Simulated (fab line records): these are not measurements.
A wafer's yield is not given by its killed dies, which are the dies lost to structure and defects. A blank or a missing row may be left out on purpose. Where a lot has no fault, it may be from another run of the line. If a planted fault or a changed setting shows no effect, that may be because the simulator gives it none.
fab line records	flow n5-finfet
record: lots: 5	wafers: 15	last-day: 19
route steps=1938 shown SD_EPI_P@302 BEOL_M4@1111 PASSIVATION@1936
lots untouched by any fault: they come from a run of this same line in which no faults occurred
start-h: the number of hours between the record's first day and the start of the first shown wafer of the lot	wait-h: how many hours have passed since the lot's step before this one	" same as the row above	L1.1+2: several wafers, shown together as one row	- value missing, or start not given	* or withheld: withheld	< > ~ a bound
route shown NAME@n: NAME is a module with steps in the file, n the number in the route of the first one	usual: mean/standard deviation of fault-free wafers	same: alike in all rows	chamber/n: place in a boat	sites: each site's reading	_std_site: their standard deviation	_edge_site: inner sites' mean taken away from outer sites' mean	radius-mm: for every site, how far away it sits from the centre of the wafer	mask NAME#n: copy n	behind: the last tool/chamber to shape the wafer	hold: cause of the lot's hold/its duration in hours/its outcome	device: the transistor (n, p or np) that didn't switch	end of line: the same wafers' tests at the end of the route	a step without rows: its recipe alone	killed: not the wafer's yield, but the dies lost to structure and defects at the first sort	map: a wafer's dies, x killed, . not, _ none there
set.NAME: the setting that was run; set.NAME@STEP: the one run at that earlier step	model.NAME: the simulator's own value behind a step, which no gauge read
certain route steps with their lots: each step a table, each wafer a row
services: the hour from which a tool's chamber was out of use, counted from the record's first day as start-h (under 0 if before that day), plus the number of hours and why
== steps ==
step: N5_SD_EPI_P_DEVELOP_08
recipe: develop-time-s: 30	developer: TMAH	resist: CAR-ArF-block	dev-temp-c: 23	rinse-liquid: diw	dry: air-spin
step: N5_SD_EPI_P_CD_MEAS_09
recipe: target-cd-nm: 240	landing-energy-ev: 500	detector: se-inlens
usual: cd-nm: 240.4/0.84
lot.wafer	tool	chamber	start-h	wait-h	cd-nm
L584.2	cd-sem-03	0	88.30	-	240.0
L584.5	"	0	"	"	240.2
L584.6	"	0	"	"	240.2
L586.2	cd-sem-03	0	104.18	-	241.4
L586.4	"	0	"	"	240.9
L586.6	"	0	"	"	240.3
L592.3	cd-sem-01	0	137.92	-	242.4
L592.5	"	0	"	"	241.1
L592.6	"	0	"	"	242.3
L595.1	cd-sem-02	0	155.95	-	240.6
L595.2	"	0	"	"	240.8
L595.4	"	0	"	"	240.0
L600.2	cd-sem-02	0	185.97	-	240.6
L600.3	"	0	"	"	240.7
L600.4	"	0	"	"	240.7
step: N5_SD_EPI_P_OVL_MEAS_10
recipe: points-per-wafer: 44
usual: SD_P_BLK_OVL: 0.2/0.76
lot.wafer	tool	chamber	start-h	wait-h	SD_P_BLK_OVL[nm]
L584.2	overlay-01	0	88.33	0.0	0.3
L584.5	"	0	"	"	-0.9
L584.6	"	0	"	"	0.4
L586.2	overlay-02	0	104.21	0.0	0.2
L586.4	"	0	"	"	0.3
L586.6	"	0	"	"	0.7
L592.3	overlay-01	0	137.94	0.0	-1.3
L592.5	"	0	"	"	-0.5
L592.6	"	0	"	"	-0.9
L595.1	overlay-02	0	155.99	0.0	1.4
L595.2	"	0	"	"	-0.2
L595.4	"	0	"	"	0.3
L600.2	overlay-02	0	186.00	0.0	-0.3
L600.3	"	0	"	"	0.5
L600.4	"	0	"	"	-0.4
step: N5_SD_EPI_P_INSPECT_11
recipe: mode: adi	inspect-instrument: macro
usual: raw-defect-count: 2.0/1.4
lot.wafer	tool	chamber	start-h	wait-h	raw-defect-count
L584.2	defect-inspect-02	-	88.35	0.0	3
L584.5	"	-	"	"	4
L584.6	"	-	"	"	2
L586.2	defect-inspect-01	-	104.24	0.0	2
L586.4	"	-	"	"	6
L586.6	"	-	"	"	2
L592.3	defect-inspect-02	-	137.97	0.0	1
L592.5	"	-	"	"	1
L592.6	"	-	"	"	1
L595.1	defect-inspect-02	-	156.01	0.0	4
L595.2	"	-	"	"	2
L595.4	"	-	"	"	1
L600.2	defect-inspect-02	-	186.02	0.0	4
L600.3	"	-	"	"	5
L600.4	"	-	"	"	3
step: N5_SD_EPI_P_DESCUM_14
recipe: chemistry: O2	time-s: 7.9	source-power-w: 50	bias-power-w: 20	pressure-mtorr: 20	rf-frequency-hz: 2.712e+07	temp-c: 40	resist: CAR-ArF-block	o2-flow-sccm: 225
usual: drypump-motor-current-A: 5.7/0.36	oes-product-au: 0.75/0.085	rf-vpp-V: 243.2/1.3	showerhead-plenum-p-Torr: 2.10/0.062	throttle-valve-pct: 20.54/0.18
lot.wafer	tool	chamber	start-h	wait-h	drypump-motor-current-A	oes-product-au	rf-hours-counter-h	rf-vpp-V	showerhead-plenum-p-Torr	throttle-valve-pct
L584.2	rie-diel-04	0	88.39	0.0	5.5	0.73	172	243.2	2.08	20.45
L584.5	"	3	"	"	6.1	0.94	-	241.8	2.07	20.31
L584.6	"	2	"	"	6.0	0.71	-	244.4	2.09	20.34
L586.2	rie-diel-03	3	104.27	0.0	5.7	0.70	221	245.4	2.15	20.54
L586.4	"	0	"	"	5.4	0.75	147	242.0	2.01	20.70
L586.6	"	2	"	"	5.7	0.70	-	242.6	2.07	20.75
L592.3	rie-diel-03	3	138.02	0.0	5.7	0.68	232	244.1	2.15	20.57
L592.5	"	2	"	"	5.7	0.69	-	242.4	2.07	20.77
L592.6	"	1	"	"	5.3	0.67	-	244.2	2.13	20.71
L595.1	rie-diel-02	0	156.13	0.1	6.4	0.71	176	244.3	2.08	20.34
L595.2	"	3	"	"	5.5	0.91	18	245.5	2.24	20.32
L595.4	"	2	"	"	6.3	0.87	28	244.3	2.16	20.33
L600.2	rie-diel-02	2	186.06	0.0	6.4	0.86	40	241.8	2.15	20.35
L600.3	"	0	"	"	6.3	0.71	187	243.2	2.07	20.37
L600.4	"	3	"	"	5.5	0.90	30	246.1	2.24	20.34
step: N5_SD_EPI_P_ETCH_36
recipe: chemistry: CF4	target: SiARC	target-depth-a: 455	mask-material: CAR-ArF-block	time-s: 75.8	ion-energy-ev: 80	pressure-mtorr: 40	source-w: 545	bias-w: 36	Ar_flow_sccm: 100	cf4-flow-sccm: 100	ends: cleared
usual: drypump-motor-current-A: 5.7/0.36	etch-rf-on-time-s: 76.7/1.7	oes-product-au: 0.64/0.069	rf-vpp-V: 183.9/1.1	showerhead-plenum-p-Torr: 2.15/0.06	throttle-valve-pct: 15.74/0.25
lot.wafer	tool	chamber	start-h	wait-h	drypump-motor-current-A	etch-rf-on-time-s	oes-product-au	rf-hours-counter-h	rf-vpp-V	showerhead-plenum-p-Torr	throttle-valve-pct
L584.2	rie-diel-04	0	88.42	0.0	5.5	75.0	0.64	172	183.7	2.13	15.66
L584.5	"	3	"	"	6.1	75.8	0.79	-	183.8	2.09	15.29
L584.6	"	2	"	"	6.0	78.0	0.61	-	183.2	2.14	15.51
L586.2	rie-diel-03	3	104.31	0.0	5.6	80.6	0.59	221	185.2	2.20	15.87
L586.4	"	0	"	"	5.5	76.9	0.64	147	183.4	2.06	15.85
L586.6	"	2	"	"	5.7	78.2	0.60	-	183.1	2.14	16.02
L592.3	rie-diel-03	3	138.05	0.0	5.7	78.4	0.59	232	184.8	2.20	15.88
L592.5	"	2	"	"	5.7	76.5	0.60	-	185.0	2.13	16.04
L592.6	"	1	"	"	5.2	77.5	0.57	-	183.6	2.20	16.04
L595.1	rie-diel-02	0	156.16	0.0	6.3	74.3	0.63	176	183.4	2.12	15.64
L595.2	"	3	"	"	5.5	76.1	0.77	18	185.0	2.27	15.40
L595.4	"	2	"	"	6.3	77.2	0.74	28	184.4	2.17	15.28
L600.2	rie-diel-02	2	186.09	0.0	6.4	76.0	0.73	40	184.3	2.17	15.32
L600.3	"	0	"	"	6.3	73.9	0.62	187	183.2	2.12	15.64
L600.4	"	3	"	"	5.5	76.5	0.74	30	184.4	2.27	15.42
step: N5_SD_EPI_P_ETCH_37
recipe: chemistry: N2/H2	target: SOC	overetch-a: 1080	mask-material: SiARC	temp-c: 40	ion-energy-ev: 100	source-w: 3000	bias-w: 133	pressure-mtorr: 20	time-s: 486	n2-flow-sccm: 200	h2-flow-sccm: 200	ends: end-point
usual: drypump-motor-current-A: 5.7/0.36	h2-flow-sccm: 200.0/0.58	oes-product-au: 0.68/0.068	rf-vpp-V: 240.7/1.2	showerhead-plenum-p-Torr: 2.54/0.074	throttle-valve-pct: 23.89/0.29
lot.wafer	tool	chamber	start-h	wait-h	drypump-motor-current-A	h2-flow-sccm	oes-product-au	rf-hours-counter-h	rf-vpp-V	showerhead-plenum-p-Torr	throttle-valve-pct
L584.2	rie-diel-04	0	88.48	0.0	5.6	200.0	0.66	172	240.5	2.55	24.19
L584.5	"	3	"	"	6.1	200.3	0.83	-	240.8	2.49	23.64
L584.6	"	2	"	"	6.0	200.6	0.66	-	239.7	2.51	23.62
L586.2	rie-diel-03	3	104.36	0.0	5.7	200.1	0.63	221	240.8	2.62	23.73
L586.4	"	0	"	"	5.5	199.9	0.68	147	239.4	2.44	24.19
L586.6	"	2	"	"	5.7	200.4	0.64	-	238.7	2.51	24.27
L592.3	rie-diel-03	3	138.11	0.0	5.7	199.5	0.63	232	241.3	2.62	23.75
L592.5	"	2	"	"	5.7	200.5	0.64	-	241.3	2.51	24.29
L592.6	"	1	"	"	5.2	199.8	0.60	-	242.1	2.60	23.97
L595.1	rie-diel-02	0	156.22	0.0	6.3	200.7	0.65	176	240.7	2.52	23.56
L595.2	"	3	"	"	5.6	199.5	0.80	18	243.3	2.69	23.56
L595.4	"	2	"	"	6.3	199.0	0.79	28	241.5	2.58	23.43
L600.2	rie-diel-02	2	186.15	0.0	6.3	199.9	0.77	40	241.3	2.58	23.44
L600.3	"	0	"	"	6.3	199.3	0.64	188	240.8	2.51	23.56
L600.4	"	3	"	"	5.6	199.9	0.78	30	243.6	2.68	23.55
step: N5_SD_EPI_P_STRIP_38
recipe: chemistry: N2/H2	temp-c: 40	n2-flow-sccm: 200	h2-flow-sccm: 200	rf-frequency-hz: 6e+07
step: N5_SD_EPI_P_ETCHBACK_46
recipe: chemistry: CH3F/O2	mode: anisotropic-etchback	target: SiNx	target-depth-a: 175	stop-on: SiO2	over-etch-frac: 0.3	ion-energy-ev: 120	pressure-mtorr: 30	source-w: 395	bias-w: 73	Ar_flow_sccm: 150	CH3F_flow_sccm: 30	O2_flow_sccm: 20
usual: drypump-motor-current-A: 5.7/0.36	oes-product-au: 0.65/0.065	rf-vpp-V: 296/4.5	showerhead-plenum-p-Torr: 2.00/0.056	throttle-valve-pct: 16.46/0.24
lot.wafer	tool	chamber	start-h	wait-h	drypump-motor-current-A	oes-product-au	rf-hours-counter-h	rf-vpp-V	showerhead-plenum-p-Torr	throttle-valve-pct
L584.2	rie-diel-04	0	88.80	0.0	5.6	0.63	172	296	1.98	16.34
L584.5	"	3	"	"	6.1	0.79	-	291	1.96	16.10
L584.6	"	2	"	"	6.0	0.62	-	302	1.99	16.24
L586.2	rie-diel-03	3	104.69	0.0	5.7	0.61	221	295	2.06	16.55
L586.4	"	0	"	"	5.5	0.64	147	293	1.93	16.62
L586.6	"	2	"	"	5.7	0.61	-	304	1.99	16.73
L592.3	rie-diel-03	3	138.43	0.0	5.6	0.60	232	295	2.05	16.55
L592.5	"	2	"	"	5.7	0.61	-	302	1.98	16.75
L592.6	"	1	"	"	5.3	0.57	-	291	2.05	16.75
L595.1	rie-diel-02	0	156.54	0.0	6.3	0.62	176	297	1.98	16.28
L595.2	"	3	"	"	5.5	0.76	19	293	2.12	16.10
L595.4	"	2	"	"	6.3	0.75	28	299	2.03	16.02
L600.2	rie-diel-02	2	186.47	0.0	6.3	0.73	40	297	2.03	16.04
L600.3	"	0	"	"	6.3	0.61	188	298	1.97	16.30
L600.4	"	3	"	"	5.5	0.74	30	295	2.12	16.12
step: N5_SD_EPI_P_ETCH_47
recipe: chemistry: CH3F/O2	target: SiOCN	target-depth-a: 250	mask-material: SOC	ion-energy-ev: 60	bias-w: 29	pressure-mtorr: 30	source-w: 410	Ar_flow_sccm: 150	CH3F_flow_sccm: 30	O2_flow_sccm: 20
usual: drypump-motor-current-A: 5.7/0.36	oes-product-au: 0.75/0.082	rf-vpp-V: 126.7/2	showerhead-plenum-p-Torr: 2.00/0.056	throttle-valve-pct: 16.44/0.24
lot.wafer	tool	chamber	start-h	wait-h	drypump-motor-current-A	oes-product-au	rf-hours-counter-h	rf-vpp-V	showerhead-plenum-p-Torr	throttle-valve-pct
L584.2	rie-diel-04	0	88.90	0.1	5.5	0.73	172	125.4	1.98	16.33
L584.5	"	3	"	"	6.1	0.94	-	124.4	1.96	16.07
L584.6	"	2	"	"	6.0	0.72	-	127.1	1.99	16.21
L586.2	rie-diel-03	3	104.79	0.1	5.7	0.70	221	125.7	2.06	16.52
L586.4	"	0	"	"	5.5	0.75	147	125.3	1.93	16.60
L586.6	"	2	"	"	5.7	0.71	-	129.2	1.99	16.70
L592.3	rie-diel-03	3	138.53	0.1	5.7	0.68	232	125.5	2.05	16.54
L592.5	"	2	"	"	5.7	0.70	-	129.7	1.99	16.73
L592.6	"	1	"	"	5.2	0.66	-	125.3	2.05	16.70
L595.1	rie-diel-02	0	156.64	0.1	6.3	0.73	176	129.2	1.98	16.27
L595.2	"	3	"	"	5.5	0.90	19	126.6	2.12	16.07
L595.4	"	2	"	"	6.3	0.87	28	127.5	2.03	16.00
L600.2	rie-diel-02	2	186.57	0.1	6.4	0.85	40	128.3	2.03	16.01
L600.3	"	0	"	"	6.3	0.73	188	127.4	1.97	16.29
L600.4	"	3	"	"	5.5	0.88	30	126.1	2.12	16.07
step: N5_SD_EPI_P_ETCH_16
recipe: chemistry: CHF3/O2	target: SiO2	target-depth-a: 50	mask-material: SOC	pressure-mtorr: 30	source-w: 650	bias-w: 170	Ar_flow_sccm: 200	CHF3_flow_sccm: 50	O2_flow_sccm: 5	ion-energy-ev: 200
step: N5_SD_EPI_P_STRIP_50
recipe: chemistry: CHF3/O2	resist: SiARC	rf-frequency-hz: 6e+07
step: N5_SD_EPI_P_SD_RECESS_17
recipe: chemistry: HBr/Cl2/O2	target-depth-a: 391	bt-time-s: 3	pressure-mtorr: 10	icp-w: 800	bias-w: 112	HBr_flow_sccm: 150	Cl2_flow_sccm: 80	O2_flow_sccm: 12
usual: drypump-motor-current-A: 5.7/0.56	oes-product-au: 0.995/0.015	throttle-valve-pct: 37.02/0.24
lot.wafer	tool	chamber	start-h	wait-h	drypump-motor-current-A	oes-product-au	rf-hours-counter-h	throttle-valve-pct	model.SD_EPI_P.feature-depth-nm	model.etch.depth-nm
L584.2	rie-si-01	1	89.07	0.0	6.2	0.994	28	37.23	39.2	39.23
L584.5	"	3	"	"	6.1	1.001	-	36.66	39.6	39.51
L584.6	"	2	"	"	5.9	0.991	-	36.70	40	39.97
L586.2	rie-si-04	2	104.96	0.0	4.8	1.007	154	37.35	40	39.94
L586.4	"	1	"	"	6.7	1.000	105	37.02	34.4	34.41
L586.6	"	3	"	"	6.0	1.000	-	37.22	40.4	40.49
L592.3	rie-si-05	0	138.70	0.0	5.3	0.978	184	36.92	37.8	37.88
L592.5	"	2	"	"	5.4	0.986	-	36.81	39	39.05
L592.6	"	3	"	"	5.4	1.043	-	37.40	40.6	40.57
L595.1	rie-si-01	3	156.81	0.0	6.1	0.997	113	36.64	38.8	38.81
L595.2	"	1	"	"	6.2	0.989	29	37.23	39	39.04
L595.4	"	0	"	"	5.7	0.990	27	37.11	39	38.92
L600.2	rie-si-04	3	186.74	0.0	6.0	1.002	48	37.21	40.2	40.1
L600.3	"	1	"	"	6.7	0.993	106	37.03	39	38.97
L600.4	"	0	"	"	4.8	0.989	7	36.82	39.4	39.39
step: N5_SD_EPI_P_WET_ETCH_45
recipe: chemistry: dHF	dilution: withheld	time-s: 10.7	target: SiO2	target-depth-a: 20	temp-c: 25	dry: ipa-marangoni	rinse-time-s: 30	rinse-temp-c: 23
step: N5_BEOL_M4_RC_MEAS_101
usual: DIBL_N: 36.3/1.7	DIBL_P: 36.5/2.1	IOFF_N: 0.16/0.03	IOFF_P: 0.22/0.035	ION_N: 675/11	ION_P: 465/7.1	SS_N: 71.5/0.62	SS_P: 73.3/0.64	VT_N: 250/3.1	VT_P: -249.1/3
lot.wafer	tool	chamber	start-h	wait-h	DIBL_N[mV/V]	DIBL_P[mV/V]	IOFF_N[nA/um]	IOFF_P[nA/um]	ION_N[uA/um]	ION_P[uA/um]	SS_N[mV/dec]	SS_P[mV/dec]	VT_N[mV]	VT_P[mV]
L584.2	prober-02	0	200.23	0.2	34.3	33.8	0.11	0.18	657	457	71.0	73.1	254	-256.1
L584.5	"	0	"	"	37.8	38.0	0.17	0.25	687	477	71.0	74.2	250	-249.9
L584.6	"	0	"	"	33.5	32.9	0.11	0.17	655	456	70.5	72.7	254	-253.8
L586.2	prober-01	0	216.71	0.2	35.6	36.1	0.15	0.22	670	463	70.4	73.2	248	-249.2
L586.4	"	0	"	"	36.5	36.1	0.16	0.19	686	458	71.4	73.4	251	-251.0
L586.6	"	0	"	"	35.4	36.2	0.15	0.21	678	466	71.2	73.8	249	-248.2
L592.3	prober-01	0	298.24	0.3	37.5	36.6	0.19	0.22	677	461	71.8	74.0	248	-249.0
L592.5	"	0	"	"	35.0	35.4	0.15	0.21	669	462	71.4	73.5	250	-250.1
L592.6	"	0	"	"	36.8	37.4	0.18	0.25	678	464	71.9	73.6	248	-246.1
L600.2	prober-02	0	312.40	0.2	39.3	40.9	0.22	0.28	703	484	71.4	74.7	248	-245.9
L600.3	"	0	"	"	37.3	38.2	0.18	0.23	686	465	71.7	73.7	246	-248.6
L600.4	"	0	"	"	38.5	39.9	0.20	0.27	678	466	71.7	73.9	250	-247.1
L595.1	prober-01	0	321.54	0.0	36.5	39.3	0.16	0.22	681	463	72.2	73.0	250	-251.0
L595.2	"	0	"	"	34.7	37.3	0.13	0.19	671	461	71.5	72.5	252	-250.1
L595.4	"	0	"	"	32.1	33.2	0.09	0.14	647	451	70.6	70.9	260	-257.1
step: N5_PASSIVATION_PROBE_49
usual: defect-limited-yield: 91.2/1.4	killed_at_M0_to_M3: 36/10	killed_at_M4_up: 13/5.1	killed-at-contacts: 12/5.4	killed-at-front-end: 39/11	killed-at-other: 3.5/2.4	killed-dies: 104/17	killed-open: 67/13	killed-short: 36/8.3	sort_bin_5_function: 5.2/0.98	sort_bin_6_memory: 3.3/0.68	sort-n-pass: 1076/17	sort-yield-pct: 91.2/1.4
same: gross-dies: 1180	killed-at-back-side: 0	sort_bin_4_leakage[%]: 0	sort_bin_8_speed[%]: 0
lot.wafer	tool	chamber	start-h	wait-h	defect-limited-yield[%]	killed_at_M0_to_M3	killed_at_M4_up	killed-at-contacts	killed-at-front-end	killed-at-other	killed-dies	killed-open	killed-short	sort_bin_5_function[%]	sort_bin_6_memory[%]	sort-n-pass	sort-yield-pct[%]
L584.2	prober-01	-	283.74	0.1	90.2	36	8	14	54	4	116	69	47	5.9	3.6	1064	90.2
L584.5	prober-01	-	283.89	0.2	91.6	38	14	5	40	2	99	59	38	4.9	3.2	1081	91.6
L584.6	prober-01	-	283.94	0.3	90.3	45	31	6	25	7	114	82	32	5.6	3.6	1066	90.3
L586.2	prober-01	-	303.77	0.1	87.5	49	21	17	60	0	147	100	46	7.4	4.7	1033	87.5
L586.4	prober-01	-	303.87	0.2	89.5	42	11	11	57	3	124	80	44	7.2	3.1	1056	89.5
L586.6	prober-01	-	303.97	0.3	88.3	60	10	14	45	9	138	85	52	7.6	3.6	1042	88.3
L600.2	prober-02	-	438.71	0.1	91.4	29	10	13	45	4	101	53	48	4.7	3.1	1079	91.4
L600.3	prober-02	-	438.76	0.1	89.4	37	11	17	53	7	125	68	56	6.3	3.8	1055	89.4
L600.4	prober-02	-	438.81	0.2	91.3	32	15	15	38	3	103	71	29	4.7	3.8	1077	91.3
L595.1	prober-01	-	448.83	0.0	92.0	35	18	10	28	3	94	59	35	5.3	2.5	1086	92.0
killed by level:class
L584.2 FIN_SAQP:geometric-particle:short=20 STI_FIN_REVEAL:geometric-particle:open=12 BEOL_M0_SAQP:geometric-particle:open=12 MOL_CONTACT_COAG:geometric-particle:open=10 BEOL_M0_SAQP:geometric-particle:short=10 FIN_SAQP:geometric-particle:open=9 MOL_CONTACT_COAG:geometric-particle:short=4 DUMMY_GATE:geometric-particle:open=4
L584.5 FIN_SAQP:geometric-particle:short=14 BEOL_M0_SAQP:geometric-particle:open=12 STI_FIN_REVEAL:geometric-particle:open=10 BEOL_M0_SAQP:geometric-particle:short=10 BEOL_M4:geometric-particle:open=8 BEOL_M1:geometric-particle:open=5 BEOL_M3:geometric-particle:open=5 FIN_SAQP:geometric-particle:open=3
L584.6 BEOL_M4:geometric-particle:open=18 BEOL_M0_SAQP:geometric-particle:open=13 STI_FIN_REVEAL:geometric-particle:open=8 BEOL_M0_SAQP:geometric-particle:short=8 BEOL_M1:geometric-particle:open=8 BEOL_M0:geometric-particle:open=7 FIN_SAQP:geometric-particle:short=5 MOL_CONTACT_COAG:geometric-particle:open=5
L586.2 BEOL_M0_SAQP:geometric-particle:open=21 FIN_SAQP:geometric-particle:open=15 STI_FIN_REVEAL:geometric-particle:open=15 MOL_CONTACT_COAG:geometric-particle:open=15 BEOL_M0_SAQP:geometric-particle:short=13 FIN_SAQP:geometric-particle:short=11 BEOL_M4:geometric-particle:open=10 BEOL_M2:geometric-particle:open=6
L586.4 FIN_SAQP:geometric-particle:open=14 BEOL_M0_SAQP:geometric-particle:short=13 STI_FIN_REVEAL:geometric-particle:open=11 FIN_SAQP:geometric-particle:short=10 DUMMY_GATE:geometric-particle:open=7 BEOL_M2:geometric-particle:open=7 MOL_CONTACT_COAG:geometric-particle:open=7 BEOL_M3:geometric-particle:open=6
L586.6 BEOL_M0_SAQP:geometric-particle:short=18 BEOL_M3:geometric-particle:open=12 FIN_SAQP:geometric-particle:short=11 BEOL_M0_SAQP:geometric-particle:open=11 MOL_CONTACT_COAG:geometric-particle:open=10 FIN_SAQP:geometric-particle:open=8 BEOL_M1:geometric-particle:open=7 STI_FIN_REVEAL:geometric-particle:open=5
L600.2 STI_FIN_REVEAL:geometric-particle:open=10 MOL_CONTACT_COAG:geometric-particle:open=9 GATE_CUT:geometric-particle:short=8 BEOL_M0_SAQP:geometric-particle:short=7 BEOL_M1:geometric-particle:open=6 FIN_SAQP:geometric-particle:open=5 STI_FIN_REVEAL:geometric-particle:short=5 BEOL_M1:geometric-particle:short=5
L600.3 BEOL_M0_SAQP:geometric-particle:short=15 STI_FIN_REVEAL:geometric-particle:open=14 MOL_CONTACT_COAG:geometric-particle:open=13 BEOL_M0_SAQP:geometric-particle:open=10 FIN_SAQP:geometric-particle:short=9 GATE_CUT:geometric-particle:short=9 BEOL_M3:geometric-particle:open=7 FIN_SAQP:geometric-particle:open=6
L600.4 FIN_SAQP:geometric-particle:open=12 STI_FIN_REVEAL:geometric-particle:open=10 MOL_CONTACT_COAG:geometric-particle:open=10 BEOL_M2:geometric-particle:open=6 FIN_SAQP:geometric-particle:short=5 MOL_CONTACT_COAG:geometric-particle:short=5 BEOL_M0_SAQP:geometric-particle:short=5 BEOL_M3:geometric-particle:open=5
L595.1 MOL_CONTACT_COAG:geometric-particle:open=9 BEOL_M0_SAQP:geometric-particle:open=9 BEOL_M0_SAQP:geometric-particle:short=9 FIN_SAQP:geometric-particle:short=7 BEOL_M1:geometric-particle:open=7 BEOL_M4:geometric-particle:open=7 BEOL_M2:geometric-particle:open=6 FIN_SAQP:geometric-particle:open=5
== services ==
tool	chamber	start-h	hours	kind
rie-diel-04	2	70.08	5.8	repair
rie-diel-02	3	81.94	4.4	repair
rie-diel-02	3	86.34	-	clean
rie-diel-02	3	86.34	-	consumable-replace:focus-ring
rie-diel-02	3	86.34	-	consumable-replace:showerhead
rie-diel-02	3	86.34	13.4	scheduled-down
rie-diel-02	3	86.34	13.4	vent-cycle
rie-si-05	3	104.98	9.2	repair
rie-diel-04	-	105.48	12.2	repair
rie-diel-02	0	117.33	3.4	repair
rie-diel-04	3	118.63	9.4	repair
rie-si-01	0	134.18	4.3	repair
rie-diel-03	1	151.97	-	clean
rie-diel-03	1	151.97	-	consumable-replace:focus-ring
rie-diel-03	1	151.97	16.5	scheduled-down
rie-diel-03	1	151.97	16.5	vent-cycle
rie-diel-02	1	157.61	19.4	repair
rie-diel-04	-	165.30	1.5	repair
rie-si-01	2	168.07	7.2	repair
rie-si-05	3	173.25	8.4	repair
rie-diel-03	3	185.10	-	clean
rie-diel-03	3	185.10	-	consumable-replace:focus-ring
rie-diel-03	3	185.10	14.8	scheduled-down
rie-diel-03	3	185.10	14.8	vent-cycle
== key ==
first-sign none at tools or gauges
model-effect: step: N5_SD_EPI_P_SD_RECESS_17	value: SD_EPI_P.feature-depth-nm	without: 39.4	struck: 34.4
met-at N5_SD_EPI_P_SD_RECESS_17
struck-wafers L586.4
fault: kind: process-parameter-drift	tool: rie-si-04	chamber: 1	onset-h: 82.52	steps: N5_SD_EPI_P_SD_RECESS_17	channel: target-depth-a	offset: -49.409	shape: step	end-h: 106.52	acts-in: these-recipes-only	stated: 391
